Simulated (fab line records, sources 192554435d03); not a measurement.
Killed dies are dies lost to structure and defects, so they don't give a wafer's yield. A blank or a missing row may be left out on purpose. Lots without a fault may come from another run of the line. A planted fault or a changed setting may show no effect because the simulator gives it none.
Chamber matching | flow n5_finfet | N5_BEOL_M11_CURE_72 on uv_cure-01: 3 sister chambers
The step cures SiCOH lowk, time 120 s. 3 wafers are shown with their chamber, then 8 later ones without.

WAFERS WITH THEIR CHAMBER
wafer  | chamber | wafer_temp_C_max
L082.6 | 0       | 372.4
L085.5 | 2       | 371.2
L084.1 | 1       | 371.5

WAFERS WITHOUT THEIR CHAMBER
wafer  | wafer_temp_C_max
L084.2 | 372.0
L084.5 | 371.6
L087.1 | 371.2
L087.3 | 371.3
L087.4 | 371.5
L093.1 | 371.6
L093.4 | 371.6
L093.6 | 372.1

WHICH CHAMBER EACH WENT THROUGH
wafer  | from the rows above     | in truth
L084.2 | can't be placed: 0 or 1 | 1
L084.5 | can't be placed: 1 or 2 | 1
L087.1 | can't be placed: 2 or 1 | 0
L087.3 | can't be placed: 2 or 1 | 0
L087.4 | can't be placed: 1 or 2 | 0
L093.1 | can't be placed: 1 or 2 | 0
L093.4 | can't be placed: 1 or 2 | 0
L093.6 | can't be placed: 0 or 1 | 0
Placed correctly: 0 of 8. Can't be placed from these rows: 8 (the true chamber is among the candidates in 3). Placed wrongly: 0.
How it was worked out, from the rows above alone: a wafer's distance from a chamber is the root of the sum, over the readings, of the square of ((its reading less the chamber's mean) divided by the reading's scatter). The wafer belongs to the nearest chamber; if the next one is less than 2 further off, it can't be placed. A chamber's mean is the mean of its shown wafers. The scatter: with one shown wafer a chamber, the root of the mean of the squares of how far each hidden wafer lies from its nearest shown one.
